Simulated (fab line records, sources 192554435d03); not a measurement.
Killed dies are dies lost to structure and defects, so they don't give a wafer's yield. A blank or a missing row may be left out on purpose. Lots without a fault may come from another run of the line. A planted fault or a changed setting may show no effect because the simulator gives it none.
Which tool did it? | flow n5_finfet | 12 lots, 36 wafers sampled, at 3 steps of a route of 1938

WHAT THE GAUGES READ, wafer by wafer
N5_MOL_CONTACT_COAG_OVL_MEAS_85.
lot  | measured     | on         | VG_OVL (nm)
L076 | day 5 11:12  | overlay-02 | 0.0 -0.1 0.9
L077 | day 6 00:31  | overlay-01 | 0.2 0.1 -0.3
L079 | day 6 18:11  | overlay-02 | 0.3 0.8 1.3
L081 | day 6 23:40  | overlay-02 | 0.7 0.3 0.7
L083 | day 7 07:05  | overlay-01 | -0.3 0.5 0.9
L085 | day 7 18:07  | overlay-02 | 0.6 1.4 1.2
L087 | day 8 13:08  | overlay-01 | 1.6 0.8 0.3
L089 | day 8 20:33  | overlay-02 | 1.1 1.2 1.8
L091 | day 9 07:02  | overlay-02 | 0.9 1.3 0.3
L093 | day 9 23:19  | overlay-02 | -0.7 0.7 -0.1
L095 | day 10 09:43 | overlay-01 | -0.6 0.3 0.3
L097 | day 10 22:22 | overlay-01 | 0.8 -0.3 0.8

WHICH TOOL RAN EACH LOT (tool, then ch and the chambers of the sampled wafers, then the start)
lot  | N5_MOL_CONTACT_COAG_TI_SIL_19 | N5_MOL_CONTACT_COAG_PRE_CLEAN_141
L076 | pvd_sputter-01, day 5 03:09   | pvd_sputter-01, day 5 04:23
L077 | pvd_sputter-02, day 5 13:43   | pvd_sputter-01, day 5 16:26
L079 | pvd_sputter-01, day 6 09:39   | pvd_sputter-02, day 6 10:51
L081 | pvd_sputter-01, day 6 14:12   | pvd_sputter-03, day 6 15:31
L083 | pvd_sputter-02, day 6 22:59   | pvd_sputter-02, day 6 23:41
L085 | pvd_sputter-01, day 7 08:47   | pvd_sputter-02, day 7 11:28
L087 | pvd_sputter-02, day 8 03:59   | pvd_sputter-03, day 8 05:01
L089 | pvd_sputter-01, day 8 11:10   | pvd_sputter-01, day 8 12:46
L091 | pvd_sputter-02, day 8 23:27   | pvd_sputter-02, day 9 00:29
L093 | pvd_sputter-02, day 9 12:38   | pvd_sputter-02, day 9 14:34
L095 | pvd_sputter-03, day 9 23:05   | pvd_sputter-03, day 10 01:03
L097 | pvd_sputter-03, day 10 14:07  | pvd_sputter-02, day 10 16:31
- N5_MOL_CONTACT_COAG_TI_SIL_19: material Ti, target thk 4.2 nm, time 15 s.
- N5_MOL_CONTACT_COAG_PRE_CLEAN_141: time 60 s.

THE ANSWER, worked out from the rows above alone
Rule: what is usual is taken from the lots themselves. Put in order of their means at a reading, lots are off if they are a third of the lots or fewer, leave a main group of 4 or more, and stand apart from it by a gap of 3 or more times the standard deviation of the main group's means; of several such gaps the widest counts. A main group whose means are all the same, to the digits that the tables above print for the reading, isn't used. A lot without any number at a reading at which 4 lots or more have one is off too. The other lots that the step has rows for count as sound.
No lot is off at any reading shown: from this, nothing can be told.

WHAT THE SIMULATOR HAD PUT IN
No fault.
